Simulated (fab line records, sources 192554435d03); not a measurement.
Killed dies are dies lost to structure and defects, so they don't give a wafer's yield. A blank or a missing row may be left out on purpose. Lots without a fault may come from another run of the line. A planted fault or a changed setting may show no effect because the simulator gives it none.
Chamber matching | flow n5_finfet | N5_BEOL_M15_TRENCH_ETCH_34 on rie_diel-05: 4 sister chambers
The step etches SiO2 in C4F8/O2/Ar, target depth 872.93 nm, time 199 s. 4 wafers are shown with their chamber, then 10 later ones without.

WAFERS WITH THEIR CHAMBER
wafer  | chamber | rf_vpp_V (V)
L081.3 | 0       | 2294
L085.3 | 2       | 2198
L083.4 | 3       | 2154
L083.5 | 1       | 2195

WAFERS WITHOUT THEIR CHAMBER
wafer  | rf_vpp_V (V)
L083.6 | 2199
L091.1 | 2293
L091.2 | 2193
L091.4 | 2198
L095.4 | 2198
L095.5 | 2198
L095.6 | 2191
L097.1 | 2196
L097.3 | 2293
L097.4 | 2193

WHICH CHAMBER EACH WENT THROUGH
wafer  | from the rows above     | in truth
L083.6 | can't be placed: 2 or 1 | 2
L091.1 | 0                       | 0
L091.2 | can't be placed: 1 or 2 | 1
L091.4 | can't be placed: 2 or 1 | 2
L095.4 | can't be placed: 2 or 1 | 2
L095.5 | can't be placed: 2 or 1 | 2
L095.6 | can't be placed: 1 or 2 | 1
L097.1 | can't be placed: 1 or 2 | 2
L097.3 | 0                       | 0
L097.4 | can't be placed: 1 or 2 | 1
Placed correctly: 2 of 10. Can't be placed from these rows: 8 (the true chamber is among the candidates in 8). Placed wrongly: 0.
How it was worked out, from the rows above alone: a wafer's distance from a chamber is the root of the sum, over the readings, of the square of ((its reading less the chamber's mean) divided by the reading's scatter). The wafer belongs to the nearest chamber; if the next one is less than 2 further off, it can't be placed. A chamber's mean is the mean of its shown wafers. The scatter: with one shown wafer a chamber, the root of the mean of the squares of how far each hidden wafer lies from its nearest shown one.
